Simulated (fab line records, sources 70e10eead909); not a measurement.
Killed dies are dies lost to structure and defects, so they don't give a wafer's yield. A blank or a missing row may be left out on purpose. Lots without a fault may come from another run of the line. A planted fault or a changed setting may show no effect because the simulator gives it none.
Chamber matching | flow nand_harc | NHARC_A_WL_FILL_ALD_02 on ald_metal-01: 4 sister chambers
The step deposits TiN, target thk 2 nm, pulse time 3 s, ald cycles 100. 4 wafers are shown with their chamber, then 7 later ones without.

WAFERS WITH THEIR CHAMBER
wafer  | chamber | heater_power_w (W)
L084.4 | 2       | 1035
L086.6 | 1       | 963
L089.3 | 0       | 965
L089.4 | 3       | 939

WAFERS WITHOUT THEIR CHAMBER
wafer  | heater_power_w (W)
L089.6 | 1029
L090.2 | 972
L090.4 | 950
L090.5 | 1021
L093.1 | 987
L093.3 | 964
L093.4 | 1032

WHICH CHAMBER EACH WENT THROUGH
wafer  | from the rows above          | in truth
L089.6 | 2                            | 2
L090.2 | can't be placed: 0 or 1      | 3
L090.4 | can't be placed: 3 or 1 or 0 | 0
L090.5 | 2                            | 2
L093.1 | can't be placed: 0 or 1      | 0
L093.3 | can't be placed: 0 or 1      | 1
L093.4 | 2                            | 2
Placed correctly: 3 of 7. Can't be placed from these rows: 4 (the true chamber is among the candidates in 3). Placed wrongly: 0.
How it was worked out, from the rows above alone: a wafer's distance from a chamber is the root of the sum, over the readings, of the square of ((its reading less the chamber's mean) divided by the reading's scatter). The wafer belongs to the nearest chamber; if the next one is less than 2 further off, it can't be placed. A chamber's mean is the mean of its shown wafers. The scatter: with one shown wafer a chamber, the root of the mean of the squares of how far each hidden wafer lies from its nearest shown one.
